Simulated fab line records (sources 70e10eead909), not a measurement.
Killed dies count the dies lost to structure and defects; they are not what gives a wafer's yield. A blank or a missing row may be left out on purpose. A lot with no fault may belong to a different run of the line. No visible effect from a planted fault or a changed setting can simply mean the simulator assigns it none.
A struck lot beside a sound one | flow nand harc | 13 out of 1302 route steps
Sound: wafers L443.2, L443.3, L443.5. Wafers L450.1, L450.3, L450.5 were the ones struck. The cause is named last.
At each step with rows: each side's tool, then ch and its chambers, then its first start. Under that, the readings that differ: sound wafers | struck wafers | difference of the means | sigmas: that difference in standard deviations of wafers without a fault.
alike: readings with means less than 2 such deviations apart, plus words and numbers identical on both sides. not compared: withheld readings, readings lacking a value on some wafer, bounds such as >300 that could conceal the same value, and numbers that have no deviation in the record and whose values overlap.
The two part at a step that has a row with sigmas, a row that says differs or no value, or rows on one side only. Non-overlapping numbers with no deviation appear without sigmas and do not part them. A reading that every wafer of one side lacks parts them only if that side has two wafers or more.

first, 1 step without rows for these wafers: NHARC_A_WL_FILL_CVD_03 (deposits W, target thk 40 nm, time 279 s).
NHARC_A_WL_FILL_ETCHBACK_04: etches the open film in NF3, target depth 60 nm, time 120 s.
  sound on rie metal-01 ch 1, day 23 08:49; struck on rie metal-03 ch 0,1, day 27 12:39
  alike: drypump motor current A, oes product au, run length s
  not compared: rf hours counter h
NHARC_A_WL_FILL_ETCHBACK_05: etches the open film in Cl2/BCl3, target depth 22 nm, time 60 s.
  sound on rie metal-01 ch 1, day 23 09:12; struck on rie metal-03 ch 0,1, day 27 12:53
  alike: drypump motor current A, oes product au, run length s
  not compared: rf hours counter h
then, 5 steps without rows for these wafers: NHARC_A_WL_FILL_STRIP_27 (strips in N2/H2, time 20 s); NHARC_A_WL_FILL_STRIP_28 (strips in post etch residue remover, time 1200 s); NHARC_A_WL_FILL_PRECLEAN_06 (cleans in DIW, time 300 s); NHARC_A_WL_FILL_SRD_07; NHARC_A_WL_FILL_ANNEAL_08 (time 1800 s).
NHARC_A_WL_FILL_ALD_10: deposits SiO2, target thk 50 nm, pulse time 10 s, ald cycles 500.
  sound on ald hk-04 ch 0,1, day 23 15:01; struck on ald hk-03 ch 0,1,3, day 27 17:36
  alike: heater power w, precursor pulse height rel
NHARC_A_WL_FILL_ETCHBACK_16: etches the open film in C4F8/O2/Ar, target depth 120 nm, time 24 s.
  sound: rie diel-04 ch 0,1,3; struck: rie diel-10 ch 1,2,3
  alike: oes product au, rf vpp V, run length s
  not compared: rf hours counter h
NHARC_A_WL_FILL_STRIP_29: strips in O2, time 20 s.
  sound on rie diel-04 ch 1,2,3, day 23 19:44; struck on rie diel-10 ch 1,2, day 28 00:25
  reading                     | sound       | struck      | difference | sigmas
  drypump motor current A (A) | 6.5 6.1 6.2 | 5.3 5.5 5.5 | -0.8       | -2
  alike: oes product au, rf vpp V, showerhead plenum p Torr, throttle valve pct
  not compared: rf hours counter h
NHARC_A_WL_FILL_ETCHBACK_17: etches the open film in Cl2/BCl3, target depth 4 nm, time 26.7 s.
  sound on rie metal-02 ch 0,1, day 23 19:49; struck on rie metal-02 ch 0, day 28 00:29
  reading          | sound          | struck         | difference | sigmas
  run length s (s) | 48.3 48.3 48.1 | 35.7 36.1 35.6 | -12.4      | -34
  alike: drypump motor current A, oes product au
  not compared: rf hours counter h
then, 1 step without rows for these wafers: NHARC_A_WL_FILL_PRECLEAN_18 (cleans in dHF, time 30 s).

== WHERE THEY PART ==
Last at NHARC_A_WL_FILL_ETCHBACK_17 as far as this record goes, first at NHARC_A_WL_FILL_STRIP_29.

WHY: what had been put in by the simulator
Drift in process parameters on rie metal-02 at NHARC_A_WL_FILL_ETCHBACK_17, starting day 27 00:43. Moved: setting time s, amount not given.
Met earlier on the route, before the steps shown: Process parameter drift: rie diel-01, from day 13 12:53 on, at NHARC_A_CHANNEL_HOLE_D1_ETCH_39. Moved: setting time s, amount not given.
